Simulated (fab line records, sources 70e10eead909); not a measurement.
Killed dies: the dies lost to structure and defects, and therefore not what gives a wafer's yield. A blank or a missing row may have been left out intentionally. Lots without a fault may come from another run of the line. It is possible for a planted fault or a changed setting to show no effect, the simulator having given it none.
Chamber matching + flow nandHarc + rieDiel-08 running NHARC_A_CONTACT_DESCUM_47: 4 sister chambers
The step chemistry O2, time 3 s. 14 wafers are shown with their chamber, then 7 later ones without.

== WAFERS PAIRED WITH THEIR CHAMBERS ==
| wafer  | chamber | drypumpMotorCurrentA (A) | showerheadPlenumPTorr (Torr) | oesProductAu (a.u.) |
|--------|---------|--------------------------|------------------------------|---------------------|
| L077.2 | 1       | 5.62                     | 1.97                         | 1.009               |
| L077.4 | 3       | 5.82                     | 1.88                         | 1.010               |
| L077.6 | 2       | 5.56                     | 1.86                         | 1.005               |
| L084.1 | 3       | 5.82                     | 1.87                         | 1.009               |
| L084.3 | 2       | 5.60                     | 1.86                         | 1.010               |
| L084.5 | 3       | 5.86                     | 1.87                         | 1.012               |
| L086.1 | 0       | 5.36                     | 1.92                         | 1.016               |
| L086.5 | 2       | 5.59                     | 1.85                         | 1.020               |
| L086.6 | 3       | 5.83                     | 1.86                         | 0.991               |
| L088.1 | 0       | 5.36                     | 1.92                         | 1.021               |
| L088.4 | 3       | 5.83                     | 1.86                         | 1.000               |
| L088.6 | 1       | 5.60                     | 1.96                         | 0.987               |
| L087.1 | 1       | 5.60                     | 1.96                         | 1.000               |
| L087.4 | 2       | 5.59                     | 1.85                         | 1.006               |

SIGNATURES, as means of the wafers listed above
| reading               | chamber 0 | chamber 1 | chamber 2 | chamber 3 | scatter within a chamber |
|-----------------------|-----------|-----------|-----------|-----------|--------------------------|
| drypumpMotorCurrentA  | 5.3600    | 5.6067    | 5.5850    | 5.8320    | 0.015                    |
| showerheadPlenumPTorr | 1.9200    | 1.9633    | 1.8550    | 1.8680    | 0.00668                  |
| oesProductAu          | 1.01850   | 0.99867   | 1.01025   | 1.00440   | 0.00841                  |
Rule: distance of a wafer from a chamber = root of the sum over the readings of ((wafer's reading minus chamber's mean) / reading's scatter) squared. The wafer belongs to the nearest chamber; if the next one is less than 2 further off, it can't be placed. How the scatter is found: for the shown wafers, subtract from each reading the mean of its chamber, square and add these, divide the total by (wafers less chambers), then take the root.

== WAFERS WHOSE CHAMBER IS MISSING ==
| wafer  | drypumpMotorCurrentA (A) | showerheadPlenumPTorr (Torr) | oesProductAu (a.u.) |
|--------|--------------------------|------------------------------|---------------------|
| L087.6 | 5.36                     | 1.92                         | 1.025               |
| L093.2 | 5.36                     | 1.91                         | 1.026               |
| L093.4 | 5.58                     | 1.85                         | 1.012               |
| L093.5 | 5.56                     | 1.95                         | 0.995               |
| L096.1 | 5.58                     | 1.95                         | 0.998               |
| L096.3 | 5.34                     | 1.91                         | 1.033               |
| L096.6 | 5.61                     | 1.84                         | 1.009               |

== WHICH CHAMBER EACH ONE RAN IN ==
| wafer  | from the rows above | in truth |
|--------|---------------------|----------|
| L087.6 | 0                   | 0        |
| L093.2 | 0                   | 0        |
| L093.4 | 2                   | 2        |
| L093.5 | 1                   | 1        |
| L096.1 | 1                   | 1        |
| L096.3 | 0                   | 0        |
| L096.6 | 2                   | 2        |
7 of 7 placed correctly. Can't be placed from these rows: 0. Placed wrongly: 0.
